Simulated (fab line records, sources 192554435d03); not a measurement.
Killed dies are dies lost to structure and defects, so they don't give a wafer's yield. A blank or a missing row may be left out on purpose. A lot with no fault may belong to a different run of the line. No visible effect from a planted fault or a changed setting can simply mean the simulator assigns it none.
Matching of chambers | flow n5_finfet | N5_HKMG_FIN_ETCH_55 on rie_diel-04 has 4 sister chambers
The step etches SOC in N2/H2, target depth 240 nm, time 300 s. 4 wafers are shown with their chamber, then 11 later ones without.

WAFERS, EACH WITH ITS CHAMBER
wafer  | chamber | drypump_motor_current_A (A)
L088.6 | 1       | 5.2
L090.5 | 3       | 5.5
L090.6 | 2       | 6.0
L091.2 | 0       | 6.1

WAFERS WHOSE CHAMBER IS MISSING
wafer  | drypump_motor_current_A (A)
L091.4 | 6.0
L091.6 | 5.5
L094.1 | 5.5
L094.4 | 6.1
L094.5 | 6.1
L095.2 | 5.1
L095.5 | 5.5
L095.6 | 6.0
L097.3 | 5.5
L097.4 | 5.1
L097.5 | 6.0

EACH ONE'S CHAMBER
wafer  | from the rows above | in truth
L091.4 | 2                   | 2
L091.6 | 3                   | 3
L094.1 | 3                   | 3
L094.4 | 0                   | 0
L094.5 | 0                   | 0
L095.2 | 1                   | 1
L095.5 | 3                   | 3
L095.6 | 2                   | 2
L097.3 | 3                   | 3
L097.4 | 1                   | 1
L097.5 | 2                   | 2
Correct placement for 11 of the 11. Number that these rows cannot place: 0. 0 placed wrongly.
How it was worked out, from the rows above alone: a wafer's distance from a chamber is the root of the sum, over the readings, of the square of ((its reading less the chamber's mean) divided by the reading's scatter). The wafer belongs to the nearest chamber; if the next one is less than 2 further off, it can't be placed. The mean given for a chamber averages the wafers shown for that chamber. The scatter: with one shown wafer a chamber, the root of the mean of the squares of how far each hidden wafer lies from its nearest shown one.
